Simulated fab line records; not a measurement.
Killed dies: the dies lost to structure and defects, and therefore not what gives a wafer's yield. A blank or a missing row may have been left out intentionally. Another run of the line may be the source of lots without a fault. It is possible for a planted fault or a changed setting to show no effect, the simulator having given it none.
Matching of chambers | flow n5-finfet | N5_BEOL_M0_STRIP_140 on rie-diel-01: 4 sister chambers
The step strips in CF4. 4 wafers are shown with their chamber, then 7 later ones without.

## WAFERS PAIRED WITH THEIR CHAMBERS
wafer  | chamber | throttle-valve-pct (%)
L079.4 | 1       | 13.56
L080.2 | 0       | 13.40
L088.1 | 2       | 13.18
L088.3 | 3       | 13.90

## WAFERS WITHOUT THEIR CHAMBER
wafer  | throttle-valve-pct (%)
L088.4 | 13.57
L092.1 | 13.90
L092.4 | 13.20
L092.5 | 13.42
L097.2 | 13.47
L097.3 | 13.93
L097.5 | 13.23

## CHAMBER TAKEN BY EACH
wafer  | from the rows above     | in truth
L088.4 | 1                       | 1
L092.1 | 3                       | 3
L092.4 | 2                       | 2
L092.5 | 0                       | 0
L097.2 | can't be placed: 0 or 1 | 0
L097.3 | 3                       | 3
L097.5 | 2                       | 2
6 of 7 placed correctly. Cannot be placed on the basis of these rows: 1; the candidates contain the true chamber in 1. Wrongly placed: 0.
How it was worked out, from the rows above alone: a wafer's distance from a chamber is the root of the sum, over the readings, of the square of ((its reading less the chamber's mean) divided by the reading's scatter). If the next closest chamber is less than 2 further off than the closest, the wafer can't be placed; otherwise it belongs to the closest. The mean given for a chamber averages the wafers shown for that chamber. The scatter: with one shown wafer a chamber, the root of the mean of the squares of how far each hidden wafer lies from its nearest shown one.
